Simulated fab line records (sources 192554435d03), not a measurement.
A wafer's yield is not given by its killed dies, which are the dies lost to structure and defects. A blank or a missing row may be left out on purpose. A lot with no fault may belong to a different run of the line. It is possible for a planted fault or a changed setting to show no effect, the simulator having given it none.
The tool behind it: which one? / flow n5-finfet / 33 wafers from 11 lots sampled at 4 of the route's 1938 steps

WHAT THE GAUGES READ, wafer by wafer
N5_BEOL_M8_THK_MEAS_01.
lot=L321; measured=day 10 05:41; on=film-metro-01; M8_ILD_THK (nm)=155.8 156.3 155.8
lot=L322; measured=day 10 08:17; on=film-metro-01; M8_ILD_THK (nm)=154.7 152.3 154.6
lot=L325; measured=day 12 08:51; on=film-metro-01; M8_ILD_THK (nm)=154.0 152.8 156.1
lot=L324; measured=day 12 10:38; on=film-metro-02; M8_ILD_THK (nm)=158.4 153.0 155.9
lot=L326; measured=day 13 02:20; on=film-metro-01; M8_ILD_THK (nm)=154.2 157.2 156.6
lot=L328; measured=day 13 12:55; on=film-metro-01; M8_ILD_THK (nm)=146.8 153.6 157.3
lot=L335; measured=day 16 08:52; on=film-metro-02; M8_ILD_THK (nm)=153.0 153.6 157.4
lot=L339; measured=day 16 11:37; on=film-metro-02; M8_ILD_THK (nm)=153.5 155.3 158.2
lot=L340; measured=day 16 16:06; on=film-metro-01; M8_ILD_THK (nm)=153.4 156.3 158.9
lot=L343; measured=day 16 21:31; on=film-metro-01; M8_ILD_THK (nm)=154.0 157.3 155.7
lot=L344; measured=day 16 22:35; on=film-metro-01; M8_ILD_THK (nm)=154.1 157.9 156.8

WHAT TOOL EACH LOT RAN ON (gives the tool, then ch and the chambers of the sampled wafers, and finally the start)
lot=L321; N5_BEOL_M7_SURFACE_TREAT_79=pvd-sputter-03, day 10 03:38; N5_BEOL_M7_DEP_56=pecvd-01 ch 1,2, day 10 04:59; N5_BEOL_M8_ILD_DEP_00=pecvd-01 ch 0,1,2, day 10 05:07
lot=L322; N5_BEOL_M7_SURFACE_TREAT_79=pvd-sputter-03, day 10 06:31; N5_BEOL_M7_DEP_56=pecvd-01 ch 1,2, day 10 07:35; N5_BEOL_M8_ILD_DEP_00=pecvd-01 ch 0,1,2, day 10 07:43
lot=L325; N5_BEOL_M7_SURFACE_TREAT_79=pvd-sputter-03, day 12 05:57; N5_BEOL_M7_DEP_56=pecvd-02 ch 0,1,2, day 12 08:08; N5_BEOL_M8_ILD_DEP_00=pecvd-01 ch 0,1,2, day 12 08:16
lot=L324; N5_BEOL_M7_SURFACE_TREAT_79=pvd-sputter-03, day 12 08:53; N5_BEOL_M7_DEP_56=pecvd-01 ch 0,1,2, day 12 09:56; N5_BEOL_M8_ILD_DEP_00=pecvd-03 ch 0,1,2, day 12 10:05
lot=L326; N5_BEOL_M7_SURFACE_TREAT_79=pvd-sputter-03, day 13 00:34; N5_BEOL_M7_DEP_56=pecvd-01 ch 0,1,2, day 13 01:37; N5_BEOL_M8_ILD_DEP_00=pecvd-01 ch 1,2, day 13 01:45
lot=L328; N5_BEOL_M7_SURFACE_TREAT_79=pvd-sputter-01, day 13 08:53; N5_BEOL_M7_DEP_56=pecvd-04 ch 0,1,2, day 13 12:10; N5_BEOL_M8_ILD_DEP_00=pecvd-01 ch 0,1,2, day 13 12:20
lot=L335; N5_BEOL_M7_SURFACE_TREAT_79=pvd-sputter-02, day 16 06:14; N5_BEOL_M7_DEP_56=pecvd-04 ch 1,2, day 16 08:09; N5_BEOL_M8_ILD_DEP_00=pecvd-03 ch 0,2, day 16 08:17
lot=L339; N5_BEOL_M7_SURFACE_TREAT_79=pvd-sputter-01, day 16 09:39; N5_BEOL_M7_DEP_56=pecvd-04 ch 1,2, day 16 10:53; N5_BEOL_M8_ILD_DEP_00=pecvd-02 ch 0,1,2, day 16 11:02
lot=L340; N5_BEOL_M7_SURFACE_TREAT_79=pvd-sputter-03, day 16 10:55; N5_BEOL_M7_DEP_56=pecvd-04 ch 0,2, day 16 15:23; N5_BEOL_M8_ILD_DEP_00=pecvd-03 ch 0,1,2, day 16 15:31
lot=L343; N5_BEOL_M7_SURFACE_TREAT_79=pvd-sputter-02, day 16 19:31; N5_BEOL_M7_DEP_56=pecvd-01 ch 0,1,2, day 16 20:38; N5_BEOL_M8_ILD_DEP_00=pecvd-01 ch 0,1,2, day 16 20:56
lot=L344; N5_BEOL_M7_SURFACE_TREAT_79=pvd-sputter-02, day 16 20:08; N5_BEOL_M7_DEP_56=pecvd-02 ch 0,1,2, day 16 21:43; N5_BEOL_M8_ILD_DEP_00=pecvd-01 ch 0,2, day 16 21:50
- N5_BEOL_M7_SURFACE_TREAT_79
- N5_BEOL_M7_DEP_56: deposits SiCN from 3MS/NH3, target thk 10 nm, time 17.5 s.
- N5_BEOL_M8_ILD_DEP_00: deposits SiCOH lowk from DEMS/porogen, target thk 179.75 nm, time 33.4 s.

AS READ BY THE TOOLS THEMSELVES (means over the sampled wafers that have a number; for cases with no such wafer, the mark the record gives instead)
N5_BEOL_M7_DEP_56.
lot=L321; tool=pecvd-01; showerhead-plenum-p-Torr (Torr)=3.659; throttle-valve-pct (%)=8.7
lot=L322; tool=pecvd-01; showerhead-plenum-p-Torr (Torr)=3.663; throttle-valve-pct (%)=8.5
lot=L325; tool=pecvd-02; showerhead-plenum-p-Torr (Torr)=3.672; throttle-valve-pct (%)=9.2
lot=L324; tool=pecvd-01; showerhead-plenum-p-Torr (Torr)=3.657; throttle-valve-pct (%)=8.7
lot=L326; tool=pecvd-01; showerhead-plenum-p-Torr (Torr)=3.663; throttle-valve-pct (%)=8.8
lot=L328; tool=pecvd-04; showerhead-plenum-p-Torr (Torr)=3.672; throttle-valve-pct (%)=9.4
lot=L335; tool=pecvd-04; showerhead-plenum-p-Torr (Torr)=3.684; throttle-valve-pct (%)=9.9
lot=L339; tool=pecvd-04; showerhead-plenum-p-Torr (Torr)=3.681; throttle-valve-pct (%)=9.7
lot=L340; tool=pecvd-04; showerhead-plenum-p-Torr (Torr)=3.677; throttle-valve-pct (%)=9.2
lot=L343; tool=pecvd-01; showerhead-plenum-p-Torr (Torr)=3.661; throttle-valve-pct (%)=8.8
lot=L344; tool=pecvd-02; showerhead-plenum-p-Torr (Torr)=3.666; throttle-valve-pct (%)=9.2

N5_BEOL_M8_ILD_DEP_00.
lot=L321; tool=pecvd-01; heater-power-outer-w (W)=124; heater-power-w (W)=301; showerhead-plenum-p-Torr (Torr)=5.735; throttle-valve-pct (%)=13.2
lot=L322; tool=pecvd-01; heater-power-outer-w (W)=125; heater-power-w (W)=311; showerhead-plenum-p-Torr (Torr)=5.725; throttle-valve-pct (%)=13.3
lot=L325; tool=pecvd-01; heater-power-outer-w (W)=143; heater-power-w (W)=329; showerhead-plenum-p-Torr (Torr)=5.740; throttle-valve-pct (%)=13.4
lot=L324; tool=pecvd-03; heater-power-outer-w (W)=146; heater-power-w (W)=309; showerhead-plenum-p-Torr (Torr)=5.729; throttle-valve-pct (%)=13.6
lot=L326; tool=pecvd-01; heater-power-outer-w (W)=152; heater-power-w (W)=339; showerhead-plenum-p-Torr (Torr)=5.734; throttle-valve-pct (%)=12.9
lot=L328; tool=pecvd-01; heater-power-outer-w (W)=132; heater-power-w (W)=318; showerhead-plenum-p-Torr (Torr)=5.734; throttle-valve-pct (%)=13.2
lot=L335; tool=pecvd-03; heater-power-outer-w (W)=152; heater-power-w (W)=310; showerhead-plenum-p-Torr (Torr)=5.747; throttle-valve-pct (%)=13.4
lot=L339; tool=pecvd-02; heater-power-outer-w (W)=151; heater-power-w (W)=328; showerhead-plenum-p-Torr (Torr)=5.741; throttle-valve-pct (%)=14.3
lot=L340; tool=pecvd-03; heater-power-outer-w (W)=142; heater-power-w (W)=296; showerhead-plenum-p-Torr (Torr)=5.741; throttle-valve-pct (%)=13.8
lot=L343; tool=pecvd-01; heater-power-outer-w (W)=148; heater-power-w (W)=336; showerhead-plenum-p-Torr (Torr)=5.739; throttle-valve-pct (%)=13.4
lot=L344; tool=pecvd-01; heater-power-outer-w (W)=108; heater-power-w (W)=280; showerhead-plenum-p-Torr (Torr)=5.729; throttle-valve-pct (%)=13.6

THE ANSWER, worked out from the rows above alone
Rule: the usual values come from the lots themselves. Put in order of their means at a reading, lots are off if they are a third of the lots or fewer, leave a main group of 4 or more, and stand apart from it by a gap of 3 or more times the standard deviation of the main group's means; of several such gaps the widest counts. A main group is skipped when, at the precision printed for the reading in the tables above, its means are all equal. A lot without any number at a reading at which 4 lots or more have one is off too. Any other lot the step has rows for is counted as sound. Order of review: gauges by route order, followed by the tools' own readings, for which a lot's mean as printed above is used. The first step at which some lot is off is used, and at that step the reading that is off furthest; a lot without a number counts as furthest.
No lot is off on any of the readings shown, so nothing can be concluded from this.

WHAT HAD BEEN PUT IN BY THE SIMULATOR
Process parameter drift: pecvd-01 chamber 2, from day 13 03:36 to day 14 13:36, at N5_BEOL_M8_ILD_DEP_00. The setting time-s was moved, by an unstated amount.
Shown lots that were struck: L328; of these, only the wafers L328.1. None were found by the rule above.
